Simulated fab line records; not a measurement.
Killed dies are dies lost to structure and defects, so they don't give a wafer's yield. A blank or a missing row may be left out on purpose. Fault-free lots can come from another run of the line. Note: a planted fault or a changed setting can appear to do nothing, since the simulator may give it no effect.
fab line records	flow n5_finfet	part 1 of 2: steps 1 to 21 of 28
record lots=5	wafers=15	last_day=17
route steps=1938 shown BEOL_M1@796
lots with no fault: from the same line, run without faults
start_h: the number of hours between the record's first day and the start of the first shown wafer of the lot	wait_h: hours from the lot's prior step to this one	" as in the row above	L1.1+2: a row that stands for several wafers	- no value, or no start given	* or withheld: withheld	< > ~ a bound
route shown NAME@n: a module of which the file shows steps, and the number in the route of the first	usual: the fault-free wafers' mean and standard deviation	same: alike in all rows	chamber/n: place in a boat	sites: readings site by site	_std_site: standard deviation across them	_edge_site: inner sites' mean taken away from outer sites' mean	radius_mm: how far each site lies from the wafer's centre	mask NAME#n: copy n	behind: the most recent tool/chamber to have shaped the wafer	hold: why the lot went on hold/how many hours it stayed there/how the hold came to an end	device: transistor that didn't switch, given as n, p or np	end of line: the route-end tests of the same wafers	a step with no rows: only its recipe	killed: not the wafer's yield, but the dies lost to structure and defects at the first sort	map: a wafer's dies, marking killed ones x, the rest . and places with no die _
set.NAME: the setting that was run; set.NAME@STEP: the one run at that earlier step	model.NAME: the simulator's own value behind a step, which no gauge read
a table for each step, a row for each wafer; lots at some steps of the route
services: when a tool's chamber went out of use (start_h, in hours from the record's first day, below 0 if earlier), for how many hours, and the reason
## steps
# step N5_BEOL_M1_STRIP_78
# recipe chemistry=N2/H2	temp_c=40	n2_flow_sccm=200	h2_flow_sccm=200	rf_frequency_hz=6e+07
lot.wafer	tool	chamber	start_h	wait_h
L079.2+3+6	rie_diel-04	3,2,3	154.00	0.0
L083.3+4+5	rie_diel-01	2,3,2	183.25	0.0
L086.1+2+4	rie_diel-04	3,1,3	205.88	0.0
L088.2+3+6	rie_diel-01	3,2,2	209.50	0.0
L097.2+3+5	rie_diel-01	0,3,1	270.72	0.0
# step N5_BEOL_M1_VIA_ETCH_34
# recipe chemistry=C4F6/O2	target_depth_a=678	mask_material=SOC	pressure_mtorr=15	ion_energy_ev=250	taper_deg=4	time_s=64.4	source_w=350	bias_w=170	Ar_flow_sccm=300	C4F6_flow_sccm=10	O2_flow_sccm=10
# usual drypump_motor_current_A=5.7/0.42	oes_product_au=0.82/0.07	rf_vpp_V=661/12	showerhead_plenum_p_Torr=2.86/0.097	throttle_valve_pct=30.76/0.19
lot.wafer	tool	chamber	start_h	wait_h	drypump_motor_current_A	oes_product_au	rf_hours_counter_h	rf_vpp_V	showerhead_plenum_p_Torr	throttle_valve_pct
L079.2	rie_diel-04	3	154.01	0.0	5.7	0.68	242	660	2.68	30.78
L079.3	"	2	"	"	5.5	0.96	3	679	3.03	30.40
L079.6	"	3	"	"	5.7	0.68	-	662	2.68	30.77
L083.3	rie_diel-01	2	183.26	0.0	5.2	0.81	103	653	2.77	31.04
L083.4	"	3	"	"	6.0	0.78	-	661	2.87	30.73
L083.5	"	2	"	"	5.2	0.81	-	652	2.77	31.05
L086.1	rie_diel-04	3	205.89	0.0	5.7	0.94	6	671	3.02	30.64
L086.2	"	1	"	"	5.9	0.86	58	668	2.99	30.86
L086.4	"	3	"	"	5.8	0.96	-	674	3.02	30.64
L088.2	rie_diel-01	3	209.51	0.0	6.0	0.76	160	662	2.86	30.72
L088.3	"	2	"	"	5.2	0.79	114	652	2.77	31.06
L088.6	"	2	"	"	5.1	0.79	-	653	2.77	31.08
L097.2	rie_diel-01	0	270.73	0.0	6.1	0.72	211	665	2.91	30.67
L097.3	"	3	"	"	6.0	0.74	183	660	2.85	30.74
L097.5	"	1	"	"	6.3	0.79	-	648	2.76	30.71
# step N5_BEOL_M1_STRIP_83
# recipe chemistry=C4F6/O2	resist=SiARC	rf_frequency_hz=6e+07
lot.wafer	tool	chamber	start_h	wait_h
L079.2+3+6	rie_diel-04	3,2,3	154.06	0.0
L083.3+4+5	rie_diel-01	2,3,2	183.31	0.0
L086.1+2+4	rie_diel-04	3,1,3	205.94	0.0
L088.2+3+6	rie_diel-01	3,2,2	209.56	0.0
L097.2+3+5	rie_diel-01	0,3,1	270.78	0.0
# step N5_BEOL_M1_STRIP_36
# recipe chemistry=N2/H2	power_w=450	temp_c=40	pressure_mtorr=20	rf_frequency_hz=6e+07	overash_fraction=0.3	bias_power_w=7	h2_frac=0.5	n2_flow_sccm=200	h2_flow_sccm=200
# usual drypump_motor_current_A=5.7/0.42	oes_product_au=0.82/0.073	rf_vpp_V=59.2/1.4	showerhead_plenum_p_Torr=2.55/0.098	throttle_valve_pct=23.52/0.26
lot.wafer	tool	chamber	start_h	wait_h	drypump_motor_current_A	oes_product_au	rf_hours_counter_h	rf_vpp_V	showerhead_plenum_p_Torr	throttle_valve_pct
L079.2	rie_diel-04	3	154.07	0.0	5.7	0.68	242	56.0	2.38	23.54
L079.3	"	2	"	"	5.6	0.97	3	59.1	2.70	22.99
L079.6	"	3	"	"	5.7	0.69	-	59.3	2.38	23.53
L083.3	rie_diel-01	2	183.32	0.0	5.2	0.81	103	58.4	2.45	23.71
L083.4	"	3	"	"	6.0	0.79	-	57.4	2.53	23.18
L083.5	"	2	"	"	5.2	0.81	-	58.9	2.45	23.74
L086.1	rie_diel-04	3	205.95	0.0	5.7	0.96	6	57.3	2.69	23.30
L086.2	"	1	"	"	5.8	0.84	58	57.6	2.69	23.73
L086.4	"	3	"	"	5.7	0.95	-	63.2	2.69	23.35
L088.2	rie_diel-01	3	209.57	0.0	6.0	0.77	160	61.0	2.53	23.21
L088.3	"	2	"	"	5.2	0.79	114	59.8	2.44	23.73
L088.6	"	2	"	"	5.1	0.80	-	57.9	2.44	23.75
L097.2	rie_diel-01	0	270.79	0.0	6.0	0.71	211	60.5	2.62	23.68
L097.3	"	3	"	"	6.0	0.76	183	60.9	2.52	23.27
L097.5	"	1	"	"	6.3	0.80	-	57.7	2.46	23.63
# step N5_BEOL_M1_TRENCH_ETCH_37
# recipe chemistry=C4F6/O2	target_depth_a=552.07	target=SiOC	time_s=29	ion_energy_ev=250	pressure_mtorr=30	source_w=355	bias_w=185	Ar_flow_sccm=300	C4F6_flow_sccm=10	O2_flow_sccm=10
# usual drypump_motor_current_A=5.7/0.42	oes_product_au=0.82/0.07	rf_vpp_V=661/12	showerhead_plenum_p_Torr=2.87/0.097	throttle_valve_pct=20.81/0.17
lot.wafer	tool	chamber	start_h	wait_h	drypump_motor_current_A	oes_product_au	rf_hours_counter_h	rf_vpp_V	showerhead_plenum_p_Torr	throttle_valve_pct
L079.2	rie_diel-04	3	-	-	5.7	0.68	242	660	2.69	20.92
L079.3	"	2	"	"	5.6	0.96	3	678	3.03	20.51
L079.6	"	3	"	"	5.7	0.68	-	660	2.69	20.94
L083.3	rie_diel-01	2	-	-	5.1	0.80	103	652	2.78	21.02
L083.4	"	3	"	"	6.0	0.77	-	661	2.87	20.83
L083.5	"	2	"	"	5.1	0.81	-	653	2.78	21.02
L086.1	rie_diel-04	3	-	-	5.7	0.95	6	672	3.02	20.61
L086.2	"	1	"	"	5.8	0.84	58	666	2.99	20.86
L086.4	"	3	"	"	5.7	0.95	-	671	3.02	20.63
L088.2	rie_diel-01	3	-	-	6.0	0.77	160	659	2.87	20.86
L088.3	"	2	"	"	5.1	0.80	114	652	2.77	21.02
L088.6	"	2	"	"	5.1	0.80	-	653	2.77	21.02
L097.2	rie_diel-01	0	-	-	6.1	0.72	211	667	2.92	20.77
L097.3	"	3	"	"	6.0	0.74	183	660	2.86	20.89
L097.5	"	1	"	"	6.3	0.80	-	649	2.77	20.66
# step N5_BEOL_M1_ETCH_41
# recipe chemistry=CH3F/O2	target=SiCN	target_depth_a=319	taper_deg=2	time_s=57.8	ion_energy_ev=120	mask_material=TiN	pressure_mtorr=30	source_w=395	bias_w=75	Ar_flow_sccm=150	CH3F_flow_sccm=30	O2_flow_sccm=20
# usual drypump_motor_current_A=5.7/0.42	oes_product_au=0.82/0.07	rf_vpp_V=297.4/1.8	showerhead_plenum_p_Torr=2.01/0.072	throttle_valve_pct=16.25/0.17
lot.wafer	tool	chamber	start_h	wait_h	drypump_motor_current_A	oes_product_au	rf_hours_counter_h	rf_vpp_V	showerhead_plenum_p_Torr	throttle_valve_pct
L079.2	rie_diel-04	3	-	-	5.7	0.69	242	294.7	1.89	16.48
L079.3	"	2	"	"	5.5	0.96	3	299.2	2.14	15.93
L079.6	"	3	"	"	5.7	0.68	-	295.2	1.89	16.45
L083.3	rie_diel-01	2	-	-	5.1	0.80	103	295.5	1.95	16.40
L083.4	"	3	"	"	6.0	0.78	-	297.7	2.02	16.30
L083.5	"	2	"	"	5.1	0.80	-	297.5	1.95	16.43
L086.1	rie_diel-04	3	-	-	5.7	0.95	6	299.4	2.13	16.06
L086.2	"	1	"	"	5.8	0.85	58	298.9	2.11	16.28
L086.4	"	3	"	"	5.7	0.94	-	299.0	2.13	16.04
L088.2	rie_diel-01	3	-	-	6.0	0.76	160	296.6	2.01	16.32
L088.3	"	2	"	"	5.2	0.80	114	297.1	1.94	16.45
L088.6	"	2	"	"	5.2	0.80	-	296.7	1.94	16.44
L097.2	rie_diel-01	0	-	-	6.0	0.72	211	297.8	2.05	16.31
L097.3	"	3	"	"	6.0	0.74	183	296.6	2.01	16.35
L097.5	"	1	"	"	6.3	0.81	-	294.8	1.94	16.08
# step N5_BEOL_M1_STRIP_97
# recipe chemistry=N2/H2	time_s=10	power_w=450	temp_c=40	pressure_mtorr=20	rf_frequency_hz=6e+07	bias_power_w=7	n2_flow_sccm=200	h2_flow_sccm=200
# usual drypump_motor_current_A=5.8/0.42	oes_product_au=0.82/0.072	rf_vpp_V=59.3/0.93	showerhead_plenum_p_Torr=2.55/0.097	throttle_valve_pct=23.52/0.26
lot.wafer	tool	chamber	start_h	wait_h	drypump_motor_current_A	oes_product_au	rf_hours_counter_h	rf_vpp_V	showerhead_plenum_p_Torr	throttle_valve_pct
L079.2	rie_diel-04	3	-	-	5.7	0.68	242	58.7	2.38	23.56
L079.3	"	2	"	"	5.6	0.97	3	60.6	2.70	23.00
L079.6	"	3	"	"	5.7	0.68	-	57.7	2.38	23.55
L083.3	rie_diel-01	2	-	-	5.2	0.81	103	59.1	2.45	23.73
L083.4	"	3	"	"	6.0	0.78	-	58.6	2.53	23.21
L083.5	"	2	"	"	5.2	0.79	-	58.4	2.45	23.73
L086.1	rie_diel-04	3	-	-	5.7	0.95	6	60.2	2.69	23.32
L086.2	"	1	"	"	5.8	0.85	58	59.0	2.69	23.75
L086.4	"	3	"	"	5.7	0.95	-	61.0	2.69	23.33
L088.2	rie_diel-01	3	-	-	6.0	0.77	160	59.1	2.53	23.23
L088.3	"	2	"	"	5.1	0.79	114	59.1	2.44	23.74
L088.6	"	2	"	"	5.1	0.79	-	59.0	2.44	23.74
L097.2	rie_diel-01	0	-	-	6.1	0.72	211	60.0	2.62	23.69
L097.3	"	3	"	"	6.0	0.76	183	58.0	2.52	23.26
L097.5	"	1	"	"	6.3	0.81	-	59.5	2.46	23.65
# step N5_BEOL_M1_OCD_MEAS_38
# usual trench_depth_nm=55.4/0.94
lot.wafer	tool	chamber	start_h	wait_h	trench_depth_nm
L079.2	ocd-02	-	154.27	-	55.1
L079.3	"	-	"	"	57.0
L079.6	"	-	"	"	54.4
L083.3	ocd-02	-	183.52	-	54.8
L083.4	"	-	"	"	55.0
L083.5	"	-	"	"	55.3
L086.1	ocd-01	-	206.15	-	56.9
L086.2	"	-	"	"	55.8
L086.4	"	-	"	"	57.3
L088.2	ocd-02	-	209.76	-	55.9
L088.3	"	-	"	"	55.7
L088.6	"	-	"	"	55.6
L097.2	ocd-02	-	270.98	-	54.8
L097.3	"	-	"	"	54.4
L097.5	"	-	"	"	55.2
# step N5_BEOL_M1_HM_STRIP_39
# recipe chemistry=peroxide_tin_strip	material=TiN	target_depth_a=250	temp_c=50	time_s=158
lot.wafer	tool	chamber	start_h	wait_h
L079.2+3+6	wet_bench-04	3,6,1	154.30	0.0
L083.3+4+5	wet_bench-04	0,5,1	183.55	0.0
L086.1+2+4	wet_bench-03	7,0,2	206.18	0.0
L088.2+3+6	wet_bench-03	2,6,1	209.79	0.0
L097.2+3+5	wet_bench-03	1,6,4	271.01	0.0
# step N5_BEOL_M1_SRD_40
# recipe time_s=30	temp_c=23	rinse_liquid=diw	dry=ipa_marangoni
lot.wafer	tool	chamber	start_h	wait_h
L079.2+3+6	wet_bench-04	3,6,1	154.35	0.0
L083.3+4+5	wet_bench-04	0,5,1	183.59	0.0
L086.1+2+4	wet_bench-03	7,0,2	206.22	0.0
L088.2+3+6	wet_bench-03	2,6,1	209.84	0.0
L097.2+3+5	wet_bench-03	1,6,4	271.06	0.0
# step N5_BEOL_M1_PRECLEAN_42
# recipe chemistry=residue_remover	time_s=60	temp_c=40
lot.wafer	tool	chamber	start_h	wait_h
L079.2+3+6	wet_bench-04	3,6,1	154.36	0.0
L083.3+4+5	wet_bench-04	0,5,1	183.61	0.0
L086.1+2+4	wet_bench-03	7,0,2	206.24	0.0
L088.2+3+6	wet_bench-03	2,6,1	209.86	0.0
L097.2+3+5	wet_bench-03	1,6,4	271.08	0.0
# step N5_BEOL_M1_SRD_43
# recipe time_s=30	temp_c=23	rinse_liquid=diw	dry=ipa_marangoni
lot.wafer	tool	chamber	start_h	wait_h
L079.2+3+6	wet_bench-04	3,6,1	154.38	0.0
L083.3+4+5	wet_bench-04	0,5,1	183.63	0.0
L086.1+2+4	wet_bench-03	7,0,2	206.26	0.0
L088.2+3+6	wet_bench-03	2,6,1	209.87	0.0
L097.2+3+5	wet_bench-03	1,6,4	271.09	0.0
# step N5_BEOL_M1_CD_MEAS_35
# recipe target_cd_nm=18	target_cd_y_nm=21	polarity=opening
# usual cd_nm=18.0/0.34
lot.wafer	tool	chamber	start_h	wait_h	cd_nm
L079.2	cd_sem-02	-	154.42	0.0	17.7
L079.3	"	-	"	"	17.7
L079.6	"	-	"	"	17.6
L083.3	cd_sem-03	-	183.67	0.0	17.5
L083.4	"	-	"	"	18.0
L083.5	"	-	"	"	17.9
L086.1	cd_sem-03	-	206.30	0.0	17.3
L086.2	"	-	"	"	18.0
L086.4	"	-	"	"	17.6
L088.2	cd_sem-01	-	209.92	0.0	17.7
L088.3	"	-	"	"	17.9
L088.6	"	-	"	"	18.0
L097.2	cd_sem-02	-	271.14	0.0	18.0
L097.3	"	-	"	"	17.9
L097.5	"	-	"	"	17.9
# step N5_BEOL_M1_DEGAS_44
# recipe ambient=vacuum	temp_c=250	time_s=60
# usual heater_power_w=324/34	susceptor_temp_C=249.98/0.19
lot.wafer	tool	chamber	start_h	wait_h	heater_power_w	susceptor_temp_C
L079.2	pvd_sputter-02	-	154.80	0.4	268	249.62
L079.3	"	-	"	"	378	249.56
L079.6	"	-	"	"	292	250.21
L083.3	pvd_sputter-01	-	183.95	0.3	315	250.03
L083.4	"	-	"	"	322	249.79
L083.5	"	-	"	"	339	249.78
L086.1	pvd_sputter-02	-	206.62	0.3	270	249.94
L086.2	"	-	"	"	285	249.83
L086.4	"	-	"	"	354	249.87
L088.2	pvd_sputter-01	-	210.26	0.3	327	249.86
L088.3	"	-	"	"	337	250.00
L088.6	"	-	"	"	341	250.22
L097.2	pvd_sputter-01	-	271.52	0.4	314	250.34
L097.3	"	-	"	"	324	249.96
L097.5	"	-	"	"	311	250.33
# step N5_BEOL_M1_PRE_CLEAN_45
# recipe gas=H2/He	time_s=30	temp_c=250
# usual heater_power_w=325/34	susceptor_temp_C=250.00/0.17
lot.wafer	tool	chamber	start_h	wait_h	heater_power_w	susceptor_temp_C
L079.2	pvd_sputter-02	-	154.84	0.0	266	249.65
L079.3	"	-	"	"	375	250.19
L079.6	"	-	"	"	287	250.26
L083.3	pvd_sputter-01	-	183.99	0.0	313	250.06
L083.4	"	-	"	"	318	250.13
L083.5	"	-	"	"	338	250.33
L086.1	pvd_sputter-02	-	206.66	0.0	268	250.20
L086.2	"	-	"	"	292	249.81
L086.4	"	-	"	"	343	250.06
L088.2	pvd_sputter-01	-	210.30	0.0	325	250.04
L088.3	"	-	"	"	342	249.70
L088.6	"	-	"	"	345	250.12
L097.2	pvd_sputter-01	-	271.56	0.0	320	249.75
L097.3	"	-	"	"	319	250.22
L097.5	"	-	"	"	320	249.63
# step N5_BEOL_M1_ALD_84
# recipe material=TaN	target_thk_a=*	temp_c=275	ald_precursor_family=PDMAT	ald_co_reactant=NH3	pressure_torr=3	carrier_flow_sccm=1500	pulse_time_s=2	purge_time_s=3	co_reactant_purge_time_s=2	co_reactant_pulse_time_s=3	ald_cycles=30	precursor_vessel_temp_c=75	precursor_vessel_pressure_torr=26.25	precursor_vessel_carrier_sccm=1000
# usual heater_power_w=421/44	susceptor_temp_C=274.99/0.17
lot.wafer	tool	chamber	start_h	wait_h	heater_power_w	susceptor_temp_C
L079.2	ald_metal-02	1	155.00	0.1	361	274.92
L079.3	"	3	"	"	421	274.70
L079.6	"	3	"	"	416	274.83
L083.3	ald_metal-04	1	184.05	0.0	425	274.99
L083.4	"	2	"	"	388	275.12
L083.5	"	1	"	"	446	274.90
L086.1	ald_metal-01	2	206.74	0.1	421	275.04
L086.2	"	3	"	"	383	275.25
L086.4	"	1	"	"	416	275.20
L088.2	ald_metal-04	0	210.36	0.0	477	275.35
L088.3	"	1	"	"	428	275.09
L088.6	"	1	"	"	436	275.10
L097.2	ald_metal-02	2	271.68	0.1	420	275.00
L097.3	"	3	"	"	404	274.81
L097.5	"	1	"	"	363	274.81
# step N5_BEOL_M1_SURFACE_TREAT_85
# recipe gas=Ar	time_s=*	ion_energy_ev=*	ion_current_ma_cm2=0.5	pressure_mtorr=*	ar_flow_sccm=30
# usual pressure_mtorr=*	throttle_valve_pct=*
lot.wafer	tool	chamber	start_h	wait_h	pressure_mtorr	throttle_valve_pct
L079.2	pvd_sputter-01	-	155.29	0.2	*	*
L079.3	"	-	"	"	*	*
L079.6	"	-	"	"	*	*
L083.3	pvd_sputter-01	-	184.40	0.2	*	*
L083.4	"	-	"	"	*	*
L083.5	"	-	"	"	*	*
L086.1	pvd_sputter-02	-	206.98	0.1	*	*
L086.2	"	-	"	"	*	*
L086.4	"	-	"	"	*	*
L088.2	pvd_sputter-01	-	210.72	0.3	*	*
L088.3	"	-	"	"	*	*
L088.6	"	-	"	"	*	*
L097.2	pvd_sputter-01	-	271.94	0.2	*	*
L097.3	"	-	"	"	*	*
L097.5	"	-	"	"	*	*
# step N5_BEOL_M1_CVD_47
# recipe material=Co	target_thk_a=30	temp_c=withheld	precursor=CCTBA/H2	pressure_torr=30	time_s=223.8
lot.wafer	tool	chamber	start_h	wait_h
L079.2+3+6	cvd_co-02	2,0,1	155.46	0.1
L083.3+4+5	cvd_co-02	1,1,2	184.55	0.1
L086.1+2+4	cvd_co-02	2,1,2	207.09	0.1
L088.2+3+6	cvd_co-02	2,0,0	210.78	0.0
L097.2+3+5	cvd_co-02	1,0,1	272.08	0.1
# step N5_BEOL_M1_SPUTTER_48
# recipe material=Cu	target_thk_a=45	temp_c=-20	chamber_pressure_pa=0.07	power_w=withheld	time_s=8.29
# usual chamber_pressure_pa=0.06997/0.00015	chuck_gas_flow_sccm=1.27/0.051	susceptor_temp_C=-20.00/0.11	throttle_valve_pct=30.1/0.62
lot.wafer	tool	chamber	start_h	wait_h	chamber_pressure_pa	chuck_gas_flow_sccm	susceptor_temp_C	throttle_valve_pct
L079.2	pvd_sputter-01	-	155.65	0.1	0.06977	1.22	-20.03	29.9
L079.3	"	-	"	"	0.06999	1.24	-19.96	30.6
L079.6	"	-	"	"	0.06988	1.28	-20.02	29.8
L083.3	pvd_sputter-01	-	184.79	0.2	0.06993	1.24	-19.85	30.0
L083.4	"	-	"	"	0.07007	1.27	-19.88	30.6
L083.5	"	-	"	"	0.07024	1.31	-20.17	30.5
L086.1	pvd_sputter-03	-	207.33	0.2	0.06982	1.24	-19.92	28.6
L086.2	"	-	"	"	0.06981	1.25	-20.00	30.0
L086.4	"	-	"	"	0.06971	1.37	-20.17	30.8
L088.2	pvd_sputter-02	-	210.94	0.1	0.0701	1.25	-20.16	29.1
L088.3	"	-	"	"	0.06987	1.27	-19.90	30.9
L088.6	"	-	"	"	0.07015	1.24	-20.06	30.8
L097.2	pvd_sputter-01	-	272.26	0.1	0.07022	1.29	-19.87	29.9
L097.3	"	-	"	"	0.07009	1.26	-20.21	30.8
L097.5	"	-	"	"	0.07025	1.27	-20.01	30.3
# step N5_BEOL_M1_ANNEAL_49
# recipe temp_c=400	time_s=240	ambient=vacuum
# usual heater_power_w=804/100	susceptor_temp_C=400.00/0.23
lot.wafer	tool	chamber	start_h	wait_h	heater_power_w	susceptor_temp_C
L079.2	pvd_sputter-01	-	155.73	0.0	870	400.07
L079.3	"	-	"	"	790	400.03
L079.6	"	-	"	"	846	399.85
L083.3	pvd_sputter-01	-	184.87	0.0	833	400.22
L083.4	"	-	"	"	792	400.07
L083.5	"	-	"	"	802	400.30
L086.1	pvd_sputter-03	-	207.41	0.0	868	399.99
L086.2	"	-	"	"	676	399.75
L086.4	"	-	"	"	699	399.43
L088.2	pvd_sputter-02	-	211.02	0.0	941	399.90
L088.3	"	-	"	"	705	400.11
L088.6	"	-	"	"	716	400.22
L097.2	pvd_sputter-01	-	272.34	0.0	854	400.35
L097.3	"	-	"	"	777	400.12
L097.5	"	-	"	"	824	399.84
# step N5_BEOL_M1_SPUTTER_79
# recipe material=Cu	target_thk_a=45	temp_c=-20	chamber_pressure_pa=0.07	power_w=withheld	time_s=8.29
# usual chamber_pressure_pa=0.07/0.00014	chuck_gas_flow_sccm=1.26/0.05	susceptor_temp_C=-20.01/0.1	throttle_valve_pct=30.1/0.67
lot.wafer	tool	chamber	start_h	wait_h	chamber_pressure_pa	chuck_gas_flow_sccm	susceptor_temp_C	throttle_valve_pct
L079.2	pvd_sputter-01	-	155.87	0.1	0.06975	1.21	-19.80	30.3
L079.3	"	-	"	"	0.07017	1.21	-19.79	30.6
L079.6	"	-	"	"	0.06993	1.17	-19.85	29.9
L083.3	pvd_sputter-01	-	185.01	0.1	0.07008	1.24	-20.06	30.1
L083.4	"	-	"	"	0.07004	1.31	-20.30	30.5
L083.5	"	-	"	"	0.07031	1.18	-20.14	30.6
L086.1	pvd_sputter-03	-	207.55	0.1	0.06984	1.22	-19.94	28.7
L086.2	"	-	"	"	0.07005	1.34	-20.08	30.0
L086.4	"	-	"	"	0.06996	1.30	-19.77	30.8
L088.2	pvd_sputter-02	-	211.16	0.1	0.07026	1.21	-19.97	29.2
L088.3	"	-	"	"	0.06989	1.24	-19.97	30.6
L088.6	"	-	"	"	0.06974	1.21	-19.95	30.7
L097.2	pvd_sputter-01	-	272.48	0.1	0.06985	1.18	-20.00	30.0
L097.3	"	-	"	"	0.07031	1.26	-19.93	30.7
L097.5	"	-	"	"	0.07001	1.23	-19.86	30.8
